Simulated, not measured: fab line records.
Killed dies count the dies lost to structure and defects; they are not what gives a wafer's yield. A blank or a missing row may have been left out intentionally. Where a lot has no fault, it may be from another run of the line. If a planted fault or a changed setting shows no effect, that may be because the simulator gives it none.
fab line records	flow nandHarc	part 2 of 2: steps 5 to 6 of 6
[record] lots = 21	wafers = 63	lastDay = 24
route steps=1159 shown A_STAIRCASE@740 A_SLIT@794 A_WL_FILL@811
lots that met no fault: taken from a fault-free run of the same line
startH: start of the lot's first displayed wafer, in hours after the record's first day	waitH: how many hours have passed since the lot's step before this one	" repeats the value in the row above	L1.1+2: a row that stands for several wafers	- no value present, or no start provided	* or withheld: withheld	< > ~ a bound
route shown NAME@n: NAME is a module with steps in the file, n the number in the route of the first one	usual: average and standard deviation across the fault-free wafers	same: alike in all rows	chamber/n: place in a boat	sites: each site's reading	_std_site: their standard deviation	_edge_site: outer sites' mean less inner sites'	radiusMm: for every site, how far away it sits from the centre of the wafer	mask NAME#n: copy n	behind: the last tool/chamber to shape the wafer	hold: what put the lot on hold/how long, in hours/how the hold closed	device: transistor that didn't switch, given as n, p or np	end of line: the route-end tests of the same wafers	a step given without rows: its recipe and nothing more	killed: count of dies lost to structure and defects at first sort (not the wafer's yield)	map: per-die view of a wafer (x killed, . not killed, _ where there is no die)
set.NAME: the setting the step ran with; set.NAME@STEP: the setting that earlier step ran with	model.NAME: the simulator's own value behind a step, which no gauge read
route steps across a sampled set of lots; one table per step, one row per wafer
services: when a tool's chamber went out of use (startH, in hours from the record's first day, below 0 if earlier), for how many hours, and the reason
[[steps]]
[step NHARC_A_WL_FILL_ALD_02]
[recipe] targetThkA = 20	pulseTimeS = 3	aldCycles = 100	tempC = 450	material = TiN
[usual] heaterPowerW = 1071/110	precursorPulseHeightRel = 1.002/0.021
lot.wafer	tool	chamber	startH	waitH	heaterPowerW	precursorPulseHeightRel
L075.4	aldMetal-02	3	325.64	0.1	1002	0.983
L075.2	"	0	"	"	1038	1.009
L075.1	"	1	"	"	1275	0.960
L074.2	aldMetal-01	3	328.55	0.2	942	1.008
L074.3	"	0	"	"	1040	0.989
L074.1	"	1	"	"	1025	0.986
L076.1	aldMetal-02	2	340.19	0.2	1078	1.033
L076.3	"	1	"	"	1329	0.974
L076.6	"	3	"	"	989	1.027
L078.2	aldMetal-02	1	352.86	0.2	1279	0.999
L078.3	"	2	"	"	1069	1.015
L078.6	"	0	"	"	1058	0.984
L079.4	aldMetal-01	1	353.03	0.2	1041	1.014
L079.2	"	2	"	"	1240	0.998
L079.6	"	3	"	"	923	1.010
L080.4	aldMetal-03	3	378.61	0.1	974	1.008
L080.1	"	2	"	"	976	0.989
L080.6	"	0	"	"	1086	0.983
L081.4	aldMetal-03	1	382.94	0.1	1218	1.009
L081.1	"	2	"	"	963	1.005
L081.5	"	1	"	"	1234	0.978
L084.3	aldMetal-03	2	388.15	0.1	981	1.020
L084.1	"	3	"	"	990	1.024
L084.6	"	2	"	"	973	0.984
L082.4	aldMetal-02	3	388.15	0.1	976	0.964
L082.1	"	0	"	"	1045	1.022
L082.5	"	3	"	"	982	0.982
L083.3	aldMetal-01	1	388.36	0.2	1032	0.999
L083.1	"	2	"	"	1211	1.021
L083.6	"	0	"	"	1053	1.006
L085.1	aldMetal-02	1	412.08	0.2	1307	1.015
L085.3	"	2	"	"	1089	1.006
L085.4	"	3	"	"	987	1.012
L088.2	aldMetal-01	3	412.11	0.2	900	0.981
L088.1	"	1	"	"	1023	1.006
L088.5	"	2	"	"	1234	1.015
L086.3	aldMetal-03	2	412.25	0.1	1012	1.004
L086.1	"	0	"	"	1075	1.006
L086.2	"	1	"	"	1201	0.985
L087.4	aldMetal-02	3	412.49	0.2	964	1.010
L087.6	"	1	"	"	1299	1.029
L087.5	"	2	"	"	1099	1.009
L089.2	aldMetal-01	3	418.08	0.2	939	0.994
L089.3	"	1	"	"	1020	1.031
L089.6	"	0	"	"	1083	1.006
L090.1	aldMetal-03	3	426.63	0.2	961	1.004
L090.2	"	1	"	"	1209	1.006
L090.5	"	3	"	"	971	0.992
L092.1	aldMetal-01	1	426.79	0.2	1040	1.000
L092.2	"	2	"	"	1233	1.001
L092.3	"	0	"	"	1093	0.958
L091.4	aldMetal-03	3	434.59	0.2	990	1.007
L091.2	"	0	"	"	1111	0.998
L091.6	"	1	"	"	1215	1.001
L094.4	aldMetal-01	2	437.58	0.1	1222	0.962
L094.5	"	2	"	"	1228	1.012
L094.6	"	3	"	"	938	1.017
L095.2	aldMetal-03	2	458.91	0.2	994	0.981
L095.1	"	3	"	"	976	1.006
L095.5	"	3	"	"	981	1.000
L097.4	aldMetal-03	0	459.21	0.2	1075	0.981
L097.1	"	1	"	"	1209	0.993
L097.6	"	2	"	"	1002	1.043
[step NHARC_A_WL_FILL_STRIP_29]
[recipe] timeS = 20	o2FlowSccm = 500	arFlowSccm = 0	biasW = 0	chemistry = O2
[usual] drypumpMotorCurrentA = 5.8/0.39	mfcArSccm = 0.009/0.0095	oesProductAu = 1.000/0.017	rfVppV = 57.9/0.92	showerheadPlenumPTorr = 3.60/0.11	throttleValvePct = 17.038/0.0094
lot.wafer	tool	chamber	startH	waitH	drypumpMotorCurrentA	mfcArSccm	oesProductAu	rfHoursCounterH	rfVppV	showerheadPlenumPTorr	throttleValvePct
L074.2	rieDiel-08	0	340.53	0.1	6.4	0.006	0.974	2.1	57.5	3.71	17.017
L074.3	"	2	"	"	5.8	0.013	0.997	1.6	58.9	3.49	17.048
L074.1	"	3	"	"	6.3	0.012	0.991	2.0	57.3	3.57	17.040
L075.2	rieDiel-04	1	340.53	0.1	6.1	0	1.006	1.3	58.8	3.42	17.040
L075.1	"	2	"	"	5.3	0.022	1.021	1.3	56.7	3.78	17.039
L075.4	"	3	"	"	5.3	0.010	0.989	1.3	58.5	3.61	17.044
L076.3	rieDiel-08	0	358.33	0.1	6.4	0.006	0.974	3.7	58.9	3.71	17.054
L076.1	"	2	"	"	5.8	0.013	1.003	2.8	56.6	3.49	17.053
L076.6	"	0	"	"	6.4	0.006	0.977	-	59.1	3.71	17.037
L079.4	rieDiel-04	2	378.84	0.1	5.2	0.022	1.011	1.9	56.5	3.78	17.029
L079.2	"	0	"	"	5.9	0.001	0.990	2.0	59.1	3.62	17.029
L079.6	"	1	"	"	6.0	0	1.011	-	57.9	3.42	17.054
L078.3	rieDiel-07	3	381.59	0.1	5.4	0	0.997	4.0	58.2	3.42	17.035
L078.2	"	2	"	"	6.0	0	1.010	4.9	58.0	3.72	17.030
L078.6	"	0	"	"	5.9	0	0.990	-	58.8	3.62	17.023
L080.1	rieDiel-07	2	392.98	0.1	6.0	0	1.008	5.2	58.8	3.72	17.032
L080.4	"	3	"	"	5.4	0	0.990	4.5	58.7	3.42	17.044
L080.6	"	2	"	"	6.0	0	1.009	-	57.7	3.72	17.050
L081.4	rieDiel-08	2	397.40	0.1	5.8	0.013	1.011	5.2	60.0	3.49	17.025
L081.1	"	3	"	"	6.3	0.012	0.997	5.8	58.3	3.57	17.030
L081.5	"	2	"	"	5.8	0.013	1.014	-	58.7	3.49	17.030
L084.3	rieDiel-08	2	406.88	0.1	5.8	0.013	1.016	5.6	57.9	3.49	17.036
L084.1	"	3	"	"	6.3	0.012	0.995	6.2	58.5	3.57	17.024
L084.6	"	1	"	"	5.2	0.029	1.039	-	59.2	3.63	17.045
L083.1	rieDiel-04	1	410.21	0.1	6.0	0	1.011	2.5	57.1	3.42	17.042
L083.3	"	3	"	"	5.3	0.010	0.992	2.6	58.2	3.61	17.025
L083.6	"	1	"	"	6.0	0	1.007	-	58.0	3.42	17.033
L082.1	rieDiel-08	2	413.21	0.1	5.7	0.013	1.029	5.8	58.6	3.49	17.030
L082.4	"	0	"	"	6.4	0.006	0.964	6.3	57.1	3.70	17.043
L082.5	"	1	"	"	5.3	0.029	1.027	-	57.7	3.63	17.037
L088.1	rieDiel-07	1	426.42	0.1	5.5	0.009	0.990	0.2	57.8	3.53	17.041
L088.2	"	2	"	"	6.0	0	1.005	0.3	59.0	3.72	17.021
L088.5	"	2	"	"	6.0	0	1.008	-	58.3	3.72	17.032
L085.1	rieDiel-04	2	426.43	0.1	5.3	0.022	1.007	2.9	56.6	3.78	17.048
L085.4	"	0	"	"	5.8	0.001	0.981	3.1	58.0	3.62	17.048
L085.3	"	1	"	"	6.1	0	1.002	2.9	57.8	3.42	17.047
L086.3	rieDiel-08	2	426.46	0.1	5.8	0.013	1.013	6.4	58.8	3.49	17.037
L086.2	"	3	"	"	6.3	0.012	0.992	7.0	58.2	3.57	17.038
L086.1	"	0	"	"	6.4	0.006	0.964	7.1	57.9	3.70	17.044
L087.4	rieDiel-08	2	432.42	0.1	5.8	0.013	1.025	6.6	58.9	3.49	17.021
L087.6	"	3	"	"	6.3	0.012	0.997	-	58.1	3.57	17.026
L087.5	"	0	"	"	6.4	0.006	0.969	-	58.2	3.70	17.052
L089.2	rieDiel-04	1	434.40	0.1	6.1	0	0.998	3.2	58.8	3.42	17.043
L089.3	"	2	"	"	5.3	0.022	1.016	3.2	58.9	3.78	17.029
L089.6	"	2	"	"	5.3	0.022	1.008	-	59.2	3.78	17.051
L092.1	rieDiel-08	0	441.46	0.1	6.4	0.006	0.966	7.3	55.5	3.70	17.036
L092.3	"	1	"	"	5.2	0.029	1.018	6.7	58.4	3.63	17.036
L092.2	"	2	"	"	5.8	0.013	1.014	6.7	57.3	3.49	17.031
L090.2	rieDiel-04	0	444.24	0.1	5.8	0.001	0.986	3.6	57.4	3.62	17.038
L090.1	"	2	"	"	5.3	0.022	1.015	3.4	57.3	3.78	17.041
L090.5	"	3	"	"	5.3	0.010	0.974	-	59.1	3.61	17.048
L091.2	rieDiel-07	3	450.25	0.1	5.4	0	0.988	1.0	57.5	3.42	17.046
L091.4	"	2	"	"	6.0	0	1.006	1.1	57.3	3.72	17.036
L091.6	"	3	"	"	5.4	0	0.987	-	57.0	3.42	17.035
L094.4	rieDiel-04	3	454.03	0.1	5.4	0.010	0.987	3.7	57.9	3.61	17.040
L094.5	"	1	"	"	6.1	0	0.998	-	57.0	3.42	17.039
L094.6	"	2	"	"	5.2	0.022	1.027	-	58.8	3.78	17.033
L095.2	rieDiel-07	1	473.93	0.1	5.5	0.009	0.984	2.3	57.6	3.53	17.029
L095.1	"	2	"	"	6.0	0	1.000	2.4	57.5	3.72	17.042
L095.5	"	1	"	"	5.5	0.009	0.989	-	57.9	3.53	17.037
L097.4	rieDiel-07	0	473.97	0.1	5.9	0	1.007	2.2	60.1	3.62	17.043
L097.1	"	2	"	"	6.0	0	1.012	2.4	57.3	3.72	17.020
L097.6	"	0	"	"	5.9	0	1.018	-	57.9	3.62	17.030
[[services]]
tool	chamber	startH	hours	kind
rieDiel-08	1	268.94	17.0	repair
aldMetal-01	-	280.00	10.0	pm
rieDiel-04	1	283.73	1.3	repair
rieDiel-04	-	288.90	9.0	pm
rieDiel-08	3	296.12	1.3	repair
rieDiel-08	-	301.84	9.0	pm
harEtch-01	-	308.04	17.0	pm
rieDiel-01	-	314.82	9.0	pm
aldMetal-03	-	322.09	10.0	pm
rieDiel-02	-	327.80	9.0	pm
aldMetal-01	-	339.83	0.7	repair
rieDiel-04	1	349.46	5.4	repair
rieDiel-01	1	355.05	8.2	repair
rieDiel-01	-	356.03	2.1	repair
rieDiel-04	1	357.74	4.4	repair
rieDiel-08	-	369.93	0.5	repair
harEtch-02	-	382.36	1.1	repair
rieDiel-08	-	394.38	0.9	repair
aldMetal-03	3	399.66	14.3	repair
rieDiel-02	1	414.30	18.2	repair
rieDiel-01	0	428.35	2.5	repair
rieDiel-08	-	437.13	1.8	repair
harEtch-02	-	455.89	8.9	repair
aldMetal-03	-	461.50	59.4	repair
